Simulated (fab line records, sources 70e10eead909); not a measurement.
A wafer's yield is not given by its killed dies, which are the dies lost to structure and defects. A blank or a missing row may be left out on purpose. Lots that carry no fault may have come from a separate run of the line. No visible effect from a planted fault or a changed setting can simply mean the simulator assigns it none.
fab line records    flow nand_harc
record lots=7  wafers=18  last_day=24
route steps=1159 shown A_WL_FILL@817
lots that met no fault: from a run of the same line without faults
start_h: hours from the record's opening day to when the first of the lot's shown wafers began    wait_h: time in hours since the lot's previous step    " identical to the entry in the row above    L1.1+2: one row covering several wafers at once    - no value, or no start given    * or withheld: withheld    < > ~ a bound
route shown NAME@n: names a module that has steps shown in the file, with the first one's number in the route    usual: mean and standard deviation over wafers with no fault    same: alike in all rows    chamber/n: place in a boat    sites: per-site readings    _std_site: how widely they spread, as a standard deviation    _edge_site: inner sites' mean taken away from outer sites' mean    radius_mm: for every site, how far away it sits from the centre of the wafer    mask NAME#n: copy n    behind: the most recent tool/chamber to have shaped the wafer    hold: what put the lot on hold/how long, in hours/how the hold closed    device: the n, p or np transistor that did not switch    end of line: at the end of the route, the tests of the same wafers    where a step has no rows: the recipe by itself    killed: at the first sort, the dies lost to defects and structure; wafer yield is something else    map: shows each die of a wafer: x if killed, . if not, _ if none is there
set.NAME: the run value of the setting; set.NAME@STEP: its run value at that earlier step    model.NAME: the simulator's own value behind a step, which no gauge read
lots at some steps of the route; a table a step, a row a wafer
services: a tool's chamber out of use, with start hour (start_h, from the record's first day; less than 0 if before it), hours out, and reason
## steps
# step NHARC_A_WL_FILL_STRIP_28
# recipe time_s=1200  temp_c=72.5  chemistry=post_etch_residue_remover
# step NHARC_A_WL_FILL_PRECLEAN_06
# recipe time_s=300  chemistry=DIW
# step NHARC_A_WL_FILL_SRD_07
# step NHARC_A_WL_FILL_ANNEAL_08
# recipe temp_c=450  time_s=1800
# step NHARC_A_WL_FILL_ALD_10
# recipe target_thk_a=500  pulse_time_s=10  ald_cycles=500  temp_c=300  material=SiO2
# usual heater_power_w=480/67  precursor_pulse_height_rel=1.000/0.022
# same ald_cycles=500
lot.wafer  tool       chamber  start_h  wait_h  heater_power_w  precursor_pulse_height_rel
L578.1     ald_hk-03  1        343.71   0.1     636             1.000
L578.4     "          2        344.75   1.1     460             1.006
L578.3     "          0        346.83   3.2     498             1.017
L584.2     ald_hk-03  2        383.77   0.6     459             1.020
L584.1     "          3        "        "       418             1.029
L584.6     "          2        385.82   2.6     451             0.974
L589.3     ald_hk-03  3        423.08   1.1     420             0.995
L589.5     "          2        424.63   2.6     457             1.018
L591.5     ald_hk-01  2        427.76   2.1     448             1.027
L591.6     "          3        "        "       444             1.026
L592.3     ald_hk-03  1        432.48   1.6     642             1.022
L592.5     "          3        433.52   2.6     420             1.026
L597.4     ald_hk-02  1        447.83   0.0     468             1.029
L597.3     "          3        448.85   1.1     406             0.979
L597.5     "          1        449.87   2.1     456             0.996
L596.2     ald_hk-01  1        466.88   0.2     477             1.000
L596.4     "          0        468.43   1.8     474             0.972
L596.5     "          2        469.46   2.8     445             0.973
# step NHARC_A_WL_FILL_ETCHBACK_16
# recipe target_depth_a=880  time_s=17.6  c4f8_flow_sccm=withheld  o2_flow_sccm=8  ar_flow_sccm=withheld  rf_w=600  bias_w=800  chemistry=C4F8/O2/Ar
# usual oes_product_au=0.98/0.032  rf_vpp_V=722/4.6  run_length_s=38.9/0.38
lot.wafer  tool         chamber  start_h  wait_h  oes_product_au  rf_hours_counter_h  rf_vpp_V  run_length_s
L578.3     rie_diel-13  1        -        -       0.99            1.7                 725       39.4
L578.4     "            3        "        "       0.99            1.7                 726       39.1
L578.1     "            0        "        "       1.01            1.8                 720       39.4
L584.1     rie_diel-03  3        -        -       0.99            11.2                727       38.7
L584.2     "            2        "        "       0.99            10.5                715       38.8
L584.6     "            3        "        "       0.99            -                   728       38.4
L589.3     rie_diel-03  1        -        -       0.92            0.7                 716       38.9
L589.5     "            2        "        "       0.92            -                   717       39.1
L591.5     rie_diel-10  3        -        -       1.01            -                   718       39.1
L591.6     "            0        "        "       1.01            -                   731       39.2
L592.3     rie_diel-13  3        -        -       0.92            3.6                 725       38.9
L592.5     "            3        "        "       0.91            -                   725       39.4
L597.3     rie_diel-10  2        -        -       0.98            3.4                 719       38.1
L597.4     "            0        "        "       1.00            -                   731       39.1
L597.5     "            2        "        "       1.00            -                   716       38.5
L596.2     rie_diel-13  0        -        -       0.99            0.1                 721       38.9
L596.4     "            1        "        "       0.99            0.1                 724       39.1
L596.5     "            1        "        "       1.00            -                   724       39.4
# step NHARC_A_WL_FILL_STRIP_29
# recipe time_s=20  o2_flow_sccm=500  ar_flow_sccm=0  bias_w=0  chemistry=O2
# usual drypump_motor_current_A=5.51/0.29  oes_product_au=0.997/0.0062  rf_vpp_V=57.8/0.97  showerhead_plenum_p_Torr=3.46/0.15  throttle_valve_pct=17.036/0.0089
lot.wafer  tool         chamber  start_h  wait_h  drypump_motor_current_A  oes_product_au  rf_hours_counter_h  rf_vpp_V  showerhead_plenum_p_Torr  throttle_valve_pct
L578.3     rie_diel-13  1        351.59   0.1     5.46                     0.991           1.8                 58.3      3.56                      17.045
L578.1     "            2        "        "       5.20                     0.986           1.7                 58.8      3.35                      17.034
L578.4     "            3        "        "       5.74                     0.988           1.7                 59.7      3.62                      17.035
L584.2     rie_diel-03  0        387.99   0.1     5.01                     0.999           11.1                58.9      3.46                      17.042
L584.1     "            3        "        "       5.47                     0.988           11.2                58.0      3.64                      17.022
L584.6     "            1        "        "       5.72                     0.987           -                   57.6      3.30                      17.064
L589.3     rie_diel-03  1        426.79   0.1     5.73                     0.999           0.8                 55.6      3.30                      17.026
L589.5     "            0        "        "       5.01                     1.001           -                   57.4      3.46                      17.040
L591.5     rie_diel-10  1        430.47   0.1     5.98                     1.000           -                   57.3      3.55                      17.044
L591.6     "            2        "        "       5.17                     0.999           -                   55.5      3.31                      17.042
L592.3     rie_diel-13  0        435.71   0.1     5.65                     0.988           3.7                 57.6      3.43                      17.024
L592.5     "            2        "        "       5.17                     1.003           -                   57.6      3.35                      17.040
L597.3     rie_diel-10  1        452.59   0.1     5.97                     1.002           2.8                 58.8      3.55                      17.065
L597.5     "            0        "        "       5.87                     1.003           -                   57.7      3.79                      17.045
L597.4     "            1        "        "       5.95                     0.997           -                   57.5      3.55                      17.031
L596.2     rie_diel-13  1        471.62   0.1     5.47                     0.999           0.1                 59.0      3.56                      17.041
L596.4     "            2        "        "       5.19                     0.997           0.2                 58.3      3.35                      17.041
L596.5     "            1        "        "       5.45                     1.007           -                   58.7      3.56                      17.022
# step NHARC_A_WL_FILL_ETCHBACK_17
# recipe target_depth_a=40  time_s=26.7  chemistry=Cl2/BCl3
# usual drypump_motor_current_A=5.5/0.37  oes_product_au=0.999/0.0061  run_length_s=47.8/0.33
lot.wafer  tool          chamber  start_h  wait_h  drypump_motor_current_A  oes_product_au  rf_hours_counter_h  run_length_s
L578.1     rie_metal-03  1        351.67   -       5.3                      1.010           1.7                 47.7
L578.4     "             1        "        "       5.3                      1.000           -                   48.1
L578.3     "             0        "        "       5.4                      1.000           -                   47.5
L584.2     rie_metal-03  0        388.08   -       5.4                      0.991           2.8                 47.6
L584.1     "             1        "        "       5.4                      1.000           2.8                 47.9
L584.6     "             0        "        "       5.4                      0.996           -                   47.5
L589.3     rie_metal-01  0        426.93   -       5.2                      0.989           -                   47.6
L589.5     "             1        "        "       5.7                      1.000           -                   47.8
L591.6     rie_metal-02  0        430.62   -       4.9                      1.004           -                   47.5
L591.5     "             1        "        "       6.1                      1.006           -                   47.8
L592.3     rie_metal-01  1        435.84   -       5.7                      0.990           -                   47.7
L592.5     "             1        "        "       5.7                      1.008           -                   48.5
L597.4     rie_metal-02  1        452.72   -       6.1                      1.004           -                   47.9
L597.3     "             0        "        "       5.0                      0.991           -                   47.6
L597.5     "             0        "        "       4.9                      0.999           -                   47.6
L596.2     rie_metal-03  0        471.73   -       5.4                      0.987           0.4                 47.4
L596.4     "             0        "        "       5.4                      0.993           -                   47.7
L596.5     "             1        "        "       5.4                      0.990           -                   47.7
# step NHARC_A_WL_FILL_PRECLEAN_18
# recipe time_s=30  chemistry=dHF
# step NHARC_A_WL_FILL_SRD_21
# step NHARC_A_WL_FILL_CVD_23
# recipe target_thk_a=400  temp_c=620  pressure_mtorr=200  time_s=800  material=poly-Si
# step NHARC_A_WL_FILL_ETCHBACK_26
# recipe target_depth_a=520  time_s=13.3  hbr_flow_sccm=150  rf_w=350  icp_w=350  bias_w=60  chemistry=HBr
# usual drypump_motor_current_A=5.6/0.4  oes_product_au=1.002/0.0079  run_length_s=34.5/0.41  throttle_valve_pct=23.266/0.0097
lot.wafer  tool       chamber  start_h  wait_h  drypump_motor_current_A  oes_product_au  rf_hours_counter_h  run_length_s  throttle_valve_pct
L578.3     rie_si-01  0        356.75   0.4     5.5                      1.002           0.3                 35.1          23.279
L578.4     "          1        "        "       5.5                      1.003           0.3                 33.6          23.258
L578.1     "          3        "        "       6.1                      0.997           0.4                 35.0          23.271
L584.1     rie_si-05  0        393.44   0.4     5.4                      0.983           0.9                 34.5          23.264
L584.2     "          2        "        "       5.8                      0.991           1.1                 34.8          23.270
L584.6     "          0        "        "       5.4                      0.993           -                   35.1          23.267
L589.3     rie_si-01  1        432.27   0.4     5.5                      0.991           0.9                 34.0          23.248
L589.5     "          1        "        "       5.5                      1.000           -                   30.6          23.257
L591.6     rie_si-01  3        435.61   0.4     6.2                      0.998           -                   31.6          23.260
L591.5     "          0        "        "       5.5                      1.008           -                   31.7          23.270
L592.3     rie_si-01  1        441.20   0.4     5.5                      1.008           0.9                 33.6          23.272
L592.5     "          2        "        "       5.2                      1.009           -                   31.4          23.262
L597.4     rie_si-05  2        458.03   0.4     5.8                      1.006           0.2                 35.4          23.262
L597.3     "          3        "        "       5.9                      1.002           0.3                 34.8          23.257
L597.5     "          0        "        "       5.4                      1.015           -                   34.4          23.269
L596.2     rie_si-04  3        476.61   0.4     5.1                      0.995           0.0                 34.1          23.263
L596.4     "          2        "        "       4.9                      1.020           0.1                 34.5          23.275
L596.5     "          0        "        "       5.2                      1.010           -                   34.9          23.257
# step NHARC_A_WL_FILL_PRECLEAN_30
# recipe time_s=10  chemistry=dHF
## services
tool          chamber  start_h  hours  kind
rie_diel-03   2        330.70   2.4    repair
rie_si-01     -        333.32   0.2    repair
rie_diel-10   -        335.14   0.5    repair
rie_diel-13   -        342.41   0.1    repair
rie_diel-10   -        353.50   9.0    pm
rie_diel-03   3        353.79   6.5    repair
rie_si-05     0        360.57   1.2    repair
rie_si-05     -        366.03   0.6    repair
rie_diel-10   1        375.23   13.7   repair
rie_diel-10   -        378.83   0.3    repair
rie_metal-02  -        388.00   9.0    pm
rie_diel-03   -        392.30   9.0    pm
rie_diel-13   3        396.94   2.5    repair
ald_hk-01     -        410.37   10.0   pm
rie_si-05     -        416.00   9.0    pm
rie_diel-13   1        424.98   12.3   repair
rie_diel-10   3        431.56   15.0   repair
rie_diel-03   0        432.15   1.8    repair
rie_diel-03   -        446.19   0.1    repair
rie_diel-10   3        452.11   11.2   repair
rie_diel-13   -        453.00   9.0    pm
rie_metal-03  -        453.00   9.0    pm
rie_diel-03   -        457.98   0.3    repair
rie_diel-10   -        468.40   5.2    repair
## key
first_sign step=NHARC_A_WL_FILL_ETCHBACK_26  reading=run_length_s  direction=down  sigmas=7.8  usual=*  struck=*
effect none on later readings
met_at NHARC_A_WL_FILL_ETCHBACK_26
struck_wafers L589.5,L591.5,L591.6,L592.5
sort_left_out L589.5,L592.5
tester_left_out L589,L591,L592
onset_between 356.75 432.27
fault kind=process_parameter_drift  tool=rie_si-01  chamber=-  onset_h=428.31  steps=NHARC_A_WL_FILL_ETCHBACK_26  channel=time_s  offset=*  shape=step  end_h=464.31  scope=struck_wafers_only  acts_in=*  stated=*
# tester_left_out: of these lots the tester's yield and bins aren't shown, on N5 and GAA mostly nor the transistor test; their killed dies are dies lost to structure and defects alone, not to doping, threshold or leakage, so they don't give the yield
# sort_left_out: the simulated sort isn't trusted on such a fault, so these wafers' sort isn't shown, and their yield isn't known
